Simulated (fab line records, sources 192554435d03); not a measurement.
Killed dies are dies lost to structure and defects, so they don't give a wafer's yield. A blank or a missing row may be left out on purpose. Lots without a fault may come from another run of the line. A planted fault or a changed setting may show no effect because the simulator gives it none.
fab line records | flow n5_finfet
record lots=5 wafers=15 last_day=17
route steps=1938 shown BEOL_M4@1106 BEOL_M5@1112
lots that met no fault: from a run of the same line without faults
start_h: hours from the record's first day to the start of the lot's first wafer shown | wait_h: hours since the lot's step before | " the same as in the row above | L1.1+2: a row that stands for several wafers | - no value, or no start given | * or withheld: withheld | < > ~ a bound
route shown NAME@n: a module of which the file shows steps, and the number in the route of the first | usual: mean/standard deviation of fault-free wafers | same: alike in all rows | chamber/n: place in a boat | sites: the reading at each site | _std_site: their standard deviation | _edge_site: outer sites' mean less inner sites' | radius_mm: how far each site lies from the wafer's centre | mask NAME#n: copy n | behind: the tool/chamber that last shaped the wafer | hold: why the lot was held/for how many hours/how that ended | device: the transistor (n, p or np) that didn't switch | end of line: the same wafers' tests at the end of the route | a step without rows: its recipe alone | killed: dies lost to structure and defects at the first sort, not the wafer's yield | map: a wafer's dies, x killed, . not, _ none there
set.NAME: the setting as run; set.NAME@STEP: as run at that earlier step | model.NAME: the simulator's own value behind a step, which no gauge read
lots at some steps of the route; a table a step, a row a wafer
services: from which hour (start_h, from the record's first day; less than 0 if before it) a tool's chamber was out of use, for how many hours, and why
## steps
# step N5_BEOL_M4_CO_CAP_55
# recipe material=Co target_thk_a=20 temp_c=200 precursor=CCTBA/H2 pressure_torr=30 time_s=102.1
# usual heater_power_w=260/30
# same time_s=102.1
# columns lot.wafer tool chamber start_h wait_h heater_power_w
L895.1 cvd_co-01 1 237.68 0.0 222
L895.3 " 0 " " 228
L895.5 " 0 " " 222
L896.3 cvd_co-01 1 239.94 0.0 232
L896.4 " 1 " " 231
L896.5 " 2 " " 284
L901.1 cvd_co-02 1 275.14 0.0 252
L901.4 " 1 " " 250
L901.5 " 2 " " 263
L904.3 cvd_co-01 1 280.62 0.0 234
L904.4 " 1 " " 224
L904.6 " 2 " " 293
L908.1 cvd_co-02 2 309.69 0.0 267
L908.3 " 0 " " 305
L908.6 " 0 " " 299
# step N5_BEOL_M4_PRE_CLEAN_56
# recipe gas=NH3 time_s=15 temp_c=withheld rf_power_w=300
# step N5_BEOL_M4_DEP_57
# recipe material=SiCN target_thk_a=80 temp_c=withheld precursor=3MS/NH3 pressure_torr=3 rf_w=202 time_s=14
# usual showerhead_plenum_p_Torr=3.668/0.014 throttle_valve_pct=8.9/0.59
# same time_s=14
# columns lot.wafer tool chamber start_h wait_h showerhead_plenum_p_Torr throttle_valve_pct
L895.1 pecvd-03 1 237.80 0.0 3.669 9.1
L895.3 " 0 " " 3.673 8.9
L895.5 " 2 " " 3.640 8.0
L896.3 pecvd-03 1 240.05 0.0 3.676 9.5
L896.4 " 1 " " 3.685 9.4
L896.5 " 2 " " 3.637 7.8
L901.1 pecvd-03 2 275.26 0.0 3.642 8.2
L901.4 " 1 " " 3.675 9.5
L901.5 " 2 " " 3.638 8.3
L904.3 pecvd-03 1 280.73 0.0 3.680 9.2
L904.4 " 2 " " 3.637 8.0
L904.6 " 0 " " 3.669 9.0
L908.1 pecvd-03 0 309.81 0.0 3.668 8.9
L908.3 " 2 " " 3.629 8.3
L908.6 " 1 " " 3.682 9.4
# step N5_BEOL_M4_RS_MEAS_58
# recipe thk_meas_gauge=four-point-probe reads=Co_of_BEOL_M4_CO_CAP_55+Cu_of_BEOL_M4_ECD_50+Co_of_BEOL_M4_CVD_47+TaN_of_BEOL_M4_ALD_84
# usual M4_RS=0.67/0.036
# columns lot.wafer tool chamber start_h wait_h M4_RS[ohm/sq]
L895.1 film_metro-01 - 237.86 0.0 0.63
L895.3 " - " " 0.68
L895.5 " - " " 0.62
L896.3 film_metro-02 - 240.12 0.1 0.68
L896.4 " - " " 0.62
L896.5 " - " " 0.66
L901.1 film_metro-02 - 275.32 0.0 0.68
L901.4 " - " " 0.64
L901.5 " - " " 0.71
L904.3 film_metro-02 - 280.80 0.1 0.61
L904.4 " - " " 0.73
L904.6 " - " " 0.60
L908.1 film_metro-02 - 309.88 0.0 0.62
L908.3 " - " " 0.64
L908.6 " - " " 0.64
# step N5_BEOL_M4_INSPECT_59
# recipe inspect_instrument=darkfield mode=post_dep
# usual raw_defect_count=79/25
# columns lot.wafer tool chamber start_h wait_h raw_defect_count
L895.1 defect_inspect-01 - 237.89 0.0 76
L895.3 " - " " 51
L895.5 " - " " 45
L896.3 defect_inspect-02 - 240.15 0.0 71
L896.4 " - " " 79
L896.5 " - " " 71
L901.1 defect_inspect-01 - 275.35 0.0 80
L901.4 " - " " 89
L901.5 " - " " 55
L904.3 defect_inspect-01 - 280.83 0.0 76
L904.4 " - " " 81
L904.6 " - " " 54
L908.1 defect_inspect-02 - 309.90 0.0 67
L908.3 " - " " 58
L908.6 " - " " 66
# step N5_BEOL_M4_RC_MEAS_101
# usual DIBL_N=36.9/1.6 DIBL_P=37.1/2 IOFF_N=0.17/0.032 IOFF_P=0.22/0.036 ION_N=674/12 ION_P=463/7.8 SS_N=71.7/0.63 SS_P=73.5/0.62 VT_N=249/3.3 VT_P=-250/3.5
# columns lot.wafer tool chamber start_h wait_h DIBL_N[mV/V] DIBL_P[mV/V] IOFF_N[nA/um] IOFF_P[nA/um] ION_N[uA/um] ION_P[uA/um] SS_N[mV/dec] SS_P[mV/dec] VT_N[mV] VT_P[mV]
L895.1 prober-01 0 237.91 0.0 38.6 38.7 0.21 0.22 707 470 72.0 73.9 245 -250
L895.3 " 0 " " 40.1 38.8 0.23 0.22 685 459 72.5 74.1 245 -253
L895.5 " 0 " " 36.4 35.9 0.16 0.18 676 456 71.3 73.2 246 -255
L896.3 prober-02 0 240.48 0.3 41.2 39.6 0.22 0.23 674 461 72.6 74.1 248 -253
L896.4 " 0 " " 38.2 36.8 0.14 0.18 659 447 72.0 74.3 253 -256
L896.5 " 0 " " 39.8 39.5 0.19 0.23 673 456 72.3 74.1 247 -250
L901.1 prober-01 0 275.38 0.0 38.6 40.8 0.22 0.26 691 464 72.4 74.4 244 -247
L901.4 " 0 " " 36.2 37.5 0.16 0.22 671 463 72.7 73.4 251 -250
L901.5 " 0 " " 39.0 42.0 0.25 0.31 692 473 72.6 75.1 245 -248
L904.3 prober-01 0 281.28 0.4 36.8 34.9 0.15 0.21 691 471 71.0 73.9 250 -248
L904.4 " 0 " " 37.9 35.1 0.17 0.23 678 464 71.5 73.2 249 -247
L904.6 " 0 " " 40.2 38.7 0.22 0.30 690 477 72.4 74.6 245 -244
L908.1 prober-01 0 309.93 0.0 36.5 37.0 0.16 0.23 683 469 71.9 73.0 248 -246
L908.3 " 0 " " 36.5 38.3 0.15 0.25 669 463 71.4 73.4 252 -245
L908.6 " 0 " " 36.6 37.2 0.16 0.24 675 467 71.7 73.4 249 -248
# step N5_BEOL_M5_ILD_DEP_00
# recipe material=SiCOH_lowk target_thk_a=1406.4 temp_c=300 precursor=DEMS/porogen pressure_torr=5 rf_w=500 time_s=25.9
# usual heater_power_w=343/45 showerhead_plenum_p_Torr=5.744/0.016 throttle_valve_pct=13.8/0.75
# same time_s=25.9
# columns lot.wafer tool chamber start_h wait_h heater_power_w showerhead_plenum_p_Torr throttle_valve_pct
L895.1 pecvd-03 1 238.89 0.8 303 5.769 14.0
L895.3 " 2 " " 383 5.717 12.5
L895.5 " 2 " " 381 5.696 12.3
L896.3 pecvd-03 2 241.13 0.5 346 5.702 12.6
L896.4 " 0 " " 381 5.735 13.8
L896.5 " 1 " " 326 5.765 14.1
L901.1 pecvd-03 0 276.35 0.8 392 5.742 14.3
L901.4 " 0 " " 395 5.737 14.1
L901.5 " 1 " " 338 5.760 14.3
L904.3 pecvd-02 2 281.93 0.5 291 5.744 13.9
L904.4 " 1 " " 320 5.752 12.9
L904.6 " 0 " " 358 5.744 15.1
L908.1 pecvd-03 1 310.90 0.8 321 5.750 13.9
L908.3 " 2 " " 385 5.702 12.5
L908.6 " 1 " " 333 5.750 14.2
# step N5_BEOL_M5_CURE_79
# recipe temp_c=385 time_s=240 ambient=He/Ar material=SiCOH_lowk
# usual lamp_power_pct=52.31/0.052 wafer_temp_C_max=387.0/0.65
# same time_s=240
# columns lot.wafer tool chamber start_h wait_h lamp_power_pct wafer_temp_C_max
L895.1 uv_cure-02 0 238.95 0.0 52.32 386.2
L895.3 " 0 " " 52.34 386.0
L895.5 " 0 " " 52.32 386.3
L896.3 uv_cure-02 2 241.40 0.2 52.35 386.1
L896.4 " 2 " " 52.30 386.3
L896.5 " 2 " " 52.32 386.3
L901.1 uv_cure-01 0 276.42 0.1 52.35 385.8
L901.4 " 0 " " 52.29 385.8
L901.5 " 0 " " 52.33 387.1
L904.3 uv_cure-01 2 282.15 0.2 52.31 386.9
L904.4 " 2 " " 52.39 387.7
L904.6 " 2 " " 52.32 387.6
L908.1 uv_cure-01 2 310.96 0.0 52.27 387.4
L908.3 " 2 " " 52.28 388.3
L908.6 " 2 " " 52.35 387.1
# step N5_BEOL_M5_THK_MEAS_01
# recipe reads=SiCOH_lowk_of_BEOL_M5_ILD_DEP_00
# usual M5_ILD_THK=121.2/1.6
# columns lot.wafer tool chamber start_h wait_h M5_ILD_THK[nm]
L895.1 film_metro-02 - 239.46 0.4 122.0
L895.3 " - " " 120.5
L895.5 " - " " 123.2
L896.3 film_metro-01 - 241.75 0.3 121.4
L896.4 " - " " 124.1
L896.5 " - " " 123.6
L901.1 film_metro-02 - 276.93 0.4 120.8
L901.4 " - " " 124.1
L901.5 " - " " 122.7
L904.3 film_metro-01 - 282.51 0.3 120.1
L904.4 " - " " 124.4
L904.6 " - " " 122.2
L908.1 film_metro-01 - 312.91 1.6 121.2
L908.3 " - " " 121.1
L908.6 " - " " 123.0
# step N5_BEOL_M5_PECVD_70
# recipe material=SiO2 target_thk_a=160 temp_c=400 precursor=TEOS/O2 pressure_torr=5.5 rf_w=450 teos_flow_sccm=53.8 gas=O2 flow_sccm=3000 time_s=18
# step N5_BEOL_M5_HM_DEP_02
# recipe material=TiN target_thk_a=200 temp_c=25 chamber_pressure_pa=0.49996
# usual throttle_valve_pct=29.8/1.2
# columns lot.wafer tool chamber start_h wait_h throttle_valve_pct
L895.1 pvd_sputter-01 - 241.10 1.6 27.7
L895.3 " - " " 29.1
L895.5 " - " " 31.1
L896.3 pvd_sputter-02 - 242.24 0.4 29.5
L896.4 " - " " 30.3
L896.5 " - " " 28.3
L901.1 pvd_sputter-01 - 278.84 1.8 29.1
L901.4 " - " " 27.6
L901.5 " - " " 27.5
L904.3 pvd_sputter-02 - 283.33 0.8 29.4
L904.4 " - " " 28.2
L904.6 " - " " 28.1
L908.1 pvd_sputter-03 - 313.49 0.5 29.1
L908.3 " - " " 30.6
L908.6 " - " " 29.1
# step N5_BEOL_M5_COAT_59
# recipe resist=SOC temp_c=250 time_s=60 spin_rpm=1500 resist_thk_nm=60
# step N5_BEOL_M5_COAT_60
# recipe resist=SiARC temp_c=220 time_s=60 spin_rpm=1500 resist_thk_nm=12
# usual heater_power_total_W=427.1/2.1 run_length_s=66.15/0.1
# columns lot.wafer tool chamber start_h wait_h heater_power_total_W run_length_s
L895.1 litho_track-03 0 241.22 - 427.1 66.22
L895.3 " 0 " " 430.6 66.01
L895.5 " 0 " " 429.8 66.13
L896.3 litho_track-05 0 242.37 - 428.2 66.06
L896.4 " 0 " " 424.3 66.11
L896.5 " 0 " " 424.2 66.04
L901.1 litho_track-04 0 278.97 - 426.8 66.02
L901.4 " 0 " " 430.2 66.00
L901.5 " 0 " " 425.7 66.11
L904.3 litho_track-04 0 283.46 - 441.9 62.55
L904.4 " 0 " " 440.7 62.52
L904.6 " 0 " " 428.2 66.42
L908.1 litho_track-03 0 313.62 - 428.4 66.06
L908.3 " 0 " " 426.2 66.39
L908.6 " 0 " " 424.7 66.05
# step N5_BEOL_M5_COAT_71
# recipe resist=underlayer temp_c=205 time_s=60 spin_rpm=1500 resist_thk_nm=5
## services
# columns tool chamber start_h hours kind
pecvd-02 0 217.83 2.1 scheduled_down
uv_cure-01 - 226.08 0.4 repair
pecvd-03 2 229.00 - calibration
pecvd-02 0 269.18 5.5 scheduled_down
cvd_co-02 - 269.69 4.1 repair
uv_cure-01 - 282.71 22.2 repair
cvd_co-02 1 282.97 11.8 repair
pecvd-02 1 288.25 2.1 scheduled_down
pecvd-02 0 303.55 6.0 repair
pecvd-02 - 308.59 2.8 pm
## key
first_sign step=N5_BEOL_M5_COAT_60 reading=run_length_s direction=down sigmas=36 usual=* struck=*
effect step=N5_BEOL_M5_COAT_60 reading=heater_power_total_W direction=up sigmas=6.7 usual=* struck=*
met_at N5_BEOL_M5_COAT_60
struck_wafers L904.3,L904.4
onset_between 278.97 283.46
fault kind=process_parameter_drift tool=litho_track-04 chamber=- onset_h=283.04 steps=N5_BEOL_M5_COAT_60 channel=time_s offset=* shape=step end_h=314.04 scope=struck_wafers_only acts_in=* stated=*
